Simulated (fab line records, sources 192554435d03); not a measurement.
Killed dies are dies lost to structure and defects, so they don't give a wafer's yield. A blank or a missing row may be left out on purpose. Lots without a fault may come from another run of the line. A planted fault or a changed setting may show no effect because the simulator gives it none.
Which tool did it? | flow n5_finfet | 12 lots, 36 wafers sampled, at 2 steps of a route of 1938

WHAT THE GAUGES READ, wafer by wafer
N5_BEOL_M5_CD_MEAS_35: target cd 28 nm, target cd y 24 nm.
lot  | measured     | on        | cd_nm (nm)
L075 | day 8 18:19  | cd_sem-01 | 27.4 28.4 28.2
L077 | day 9 06:37  | cd_sem-01 | 28.5 27.7 28.6
L079 | day 9 21:29  | cd_sem-03 | 27.5 27.3 27.1
L081 | day 10 08:43 | cd_sem-01 | 28.0 28.0 27.8
L084 | day 10 12:07 | cd_sem-02 | 28.1 27.9 28.2
L085 | day 11 09:47 | cd_sem-03 | 27.9 28.1 28.1
L089 | day 12 02:40 | cd_sem-03 | 27.5 27.5 27.7
L090 | day 12 12:47 | cd_sem-03 | 27.1 27.2 28.0
L092 | day 12 21:32 | cd_sem-02 | 28.3 27.9 28.0
L093 | day 13 11:28 | cd_sem-03 | 28.0 28.9 28.4
L095 | day 13 18:02 | cd_sem-01 | 28.6 27.8 28.3
L097 | day 14 02:32 | cd_sem-02 | 27.9 28.4 28.1

WHICH TOOL RAN EACH LOT (tool, then ch and the chambers of the sampled wafers, then the start)
lot  | N5_BEOL_M5_STRIP_91
L075 | rie_diel-06 ch 0,1,3, day 8 18:19 or earlier
L077 | rie_diel-06 ch 0,2,3, day 9 06:37 or earlier
L079 | rie_diel-06 ch 2,3, day 9 21:29 or earlier
L081 | rie_diel-06 ch 1,2,3, day 10 08:43 or earlier
L084 | rie_diel-01 ch 1,3, day 10 12:07 or earlier
L085 | rie_diel-01 ch 0,2,3, day 11 09:47 or earlier
L089 | rie_diel-01 ch 0,2,3, day 12 02:40 or earlier
L090 | rie_diel-06 ch 0,3, day 12 12:47 or earlier
L092 | rie_diel-06 ch 0,1, day 12 21:32 or earlier
L093 | rie_diel-05 ch 1,2,3, day 13 11:28 or earlier
L095 | rie_diel-05 ch 0,1,3, day 13 18:02 or earlier
L097 | rie_diel-06 ch 2,3, day 14 02:32 or earlier
- N5_BEOL_M5_STRIP_91: strips in N2/H2, time 10 s.

THE ANSWER, worked out from the rows above alone
Rule: what is usual is taken from the lots themselves. Put in order of their means at a reading, lots are off if they are a third of the lots or fewer, leave a main group of 4 or more, and stand apart from it by a gap of 3 or more times the standard deviation of the main group's means; of several such gaps the widest counts. A main group whose means are all the same, to the digits that the tables above print for the reading, isn't used. A lot without any number at a reading at which 4 lots or more have one is off too. The other lots that the step has rows for count as sound.
No lot is off at any reading shown: from this, nothing can be told.

WHAT THE SIMULATOR HAD PUT IN
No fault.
